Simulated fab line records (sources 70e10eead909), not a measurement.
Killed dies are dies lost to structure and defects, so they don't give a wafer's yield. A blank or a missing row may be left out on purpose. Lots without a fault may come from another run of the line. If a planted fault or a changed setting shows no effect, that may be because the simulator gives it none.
Chamber matching + flow nand harc + NHARC_A_ZERO_WELL_DESCUM_12 on rie diel-11: 4 sister chambers
The step chemistry O2, time 3 s. 4 wafers are shown with their chamber, then 10 later ones without.

== EACH WAFER AND ITS CHAMBER ==
| wafer  | chamber | showerhead plenum p Torr (Torr) |
|--------|---------|---------------------------------|
| L084.2 | 0       | 1.81                            |
| L084.4 | 2       | 1.91                            |
| L088.2 | 3       | 1.82                            |
| L088.4 | 1       | 1.87                            |

== WAFERS WITHOUT THEIR CHAMBER ==
| wafer  | showerhead plenum p Torr (Torr) |
|--------|---------------------------------|
| L088.5 | 1.87                            |
| L089.1 | 1.90                            |
| L089.2 | 1.82                            |
| L089.5 | 1.82                            |
| L089.3 | 1.87                            |
| L089.4 | 1.81                            |
| L089.6 | 1.91                            |
| L095.2 | 1.82                            |
| L095.5 | 1.82                            |
| L095.6 | 1.80                            |

== CHAMBER TAKEN BY EACH ==
| wafer  | from the rows above | in truth |
|--------|---------------------|----------|
| L088.5 | 1                   | 1        |
| L089.1 | 2                   | 2        |
| L089.2 | 3                   | 3        |
| L089.5 | 3                   | 3        |
| L089.3 | 1                   | 1        |
| L089.4 | 0                   | 0        |
| L089.6 | 2                   | 2        |
| L095.2 | 3                   | 3        |
| L095.5 | 3                   | 3        |
| L095.6 | 0                   | 0        |
Placed correctly: 10 of 10. Can't be placed from these rows: 0. Placed wrongly: 0.
How it was worked out, from the rows above alone: a wafer's distance from a chamber is the root of the sum, over the readings, of the square of ((its reading less the chamber's mean) divided by the reading's scatter). If the next closest chamber is less than 2 further off than the closest, the wafer can't be placed; otherwise it belongs to the closest. A chamber's mean is the mean of its shown wafers. The scatter: root of mean squared gap, hidden wafer to nearest shown wafer, with one shown wafer a chamber.
